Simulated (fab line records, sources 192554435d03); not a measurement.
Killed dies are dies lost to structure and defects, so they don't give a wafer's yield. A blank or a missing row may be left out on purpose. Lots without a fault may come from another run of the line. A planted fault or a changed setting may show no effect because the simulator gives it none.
Which tool did it? | flow n5_finfet | 12 lots, 31 wafers sampled, at 2 steps of a route of 1938

WHAT THE GAUGES READ, wafer by wafer
N5_PASSIVATION_OVL_MEAS_60.
lot  | measured     | on         | TV_OVL (nm)
L980 | day 14 00:15 | overlay-01 | -2 3 9
L984 | day 14 01:05 | overlay-02 | 0 -2
L986 | day 14 14:38 | overlay-01 | -6 -2 4
L987 | day 14 10:51 | overlay-02 | 4 4
L985 | day 15 03:07 | overlay-02 | -3 0
L983 | day 15 11:07 | overlay-02 | -7 -9 -14
L989 | day 15 11:17 | overlay-02 | 7 4 8
L991 | day 16 02:31 | overlay-02 | 2 3 5
L994 | day 16 22:14 | overlay-02 | -7 2 -4
L993 | day 16 22:40 | overlay-02 | -4 3
L996 | day 17 17:55 | overlay-02 | -3 -2
L101 | day 18 19:30 | overlay-01 | 1 -3 -1

WHICH TOOL RAN EACH LOT (tool, then ch and the chambers of the sampled wafers, then the start)
lot  | N5_BEOL_M9_ALD_74
L980 | ald_metal-02 ch 0,1,3, day 11 13:32
L984 | ald_metal-02 ch 0,3, day 11 17:35
L986 | ald_metal-04 ch 0,1, day 11 21:25
L987 | ald_metal-02 ch 0,1, day 11 21:59
L985 | ald_metal-02 ch 0,3, day 12 04:13
L983 | ald_metal-01 ch 0,1, day 13 04:46
L989 | ald_metal-04 ch 0,1,3, day 13 11:50
L991 | ald_metal-04 ch 0,1,3, day 13 12:46
L994 | ald_metal-04 ch 1,3, day 14 11:21
L993 | ald_metal-02 ch 0,1, day 14 13:38
L996 | ald_metal-01 ch 2,3, day 15 03:50
L101 | ald_metal-04 ch 0,1, day 16 13:44
- N5_BEOL_M9_ALD_74: deposits TaN, target thk 2 nm, pulse time 2 s, purge time 3 s.

WHAT THE TOOLS THEMSELVES READ (means of the sampled wafers that have a number; where no wafer has one, the mark that the record gives instead)
N5_BEOL_M9_ALD_74.
lot  | tool         | heater_power_outer_w (W) | heater_power_w (W) | mfc_carrier_sccm (sccm)
L980 | ald_metal-02 | 228                      | 407                | 1501
L984 | ald_metal-02 | 227                      | 420                | 1496
L986 | ald_metal-04 | 242                      | 416                | 1500
L987 | ald_metal-02 | 226                      | 400                | 1500
L985 | ald_metal-02 | 230                      | 416                | 1499
L983 | ald_metal-01 | 234                      | 423                | 1503
L989 | ald_metal-04 | 245                      | 434                | 1501
L991 | ald_metal-04 | 243                      | 435                | 1498
L994 | ald_metal-04 | 263                      | 449                | 1501
L993 | ald_metal-02 | 224                      | 404                | 1495
L996 | ald_metal-01 | 217                      | 397                | 1503
L101 | ald_metal-04 | 264                      | 431                | 1501

THE ANSWER, worked out from the rows above alone
Rule: what is usual is taken from the lots themselves. Put in order of their means at a reading, lots are off if they are a third of the lots or fewer, leave a main group of 4 or more, and stand apart from it by a gap of 3 or more times the standard deviation of the main group's means; of several such gaps the widest counts. A main group whose means are all the same, to the digits that the tables above print for the reading, isn't used. A lot without any number at a reading at which 4 lots or more have one is off too. The other lots that the step has rows for count as sound. The gauges are gone through in route order, then the tools' own readings, and for those a lot's mean is taken as printed above. The first step at which some lot is off is used, and at that step the reading that is off furthest; a lot without a number counts as furthest.
No lot is off at any reading shown: from this, nothing can be told.

WHAT THE SIMULATOR HAD PUT IN
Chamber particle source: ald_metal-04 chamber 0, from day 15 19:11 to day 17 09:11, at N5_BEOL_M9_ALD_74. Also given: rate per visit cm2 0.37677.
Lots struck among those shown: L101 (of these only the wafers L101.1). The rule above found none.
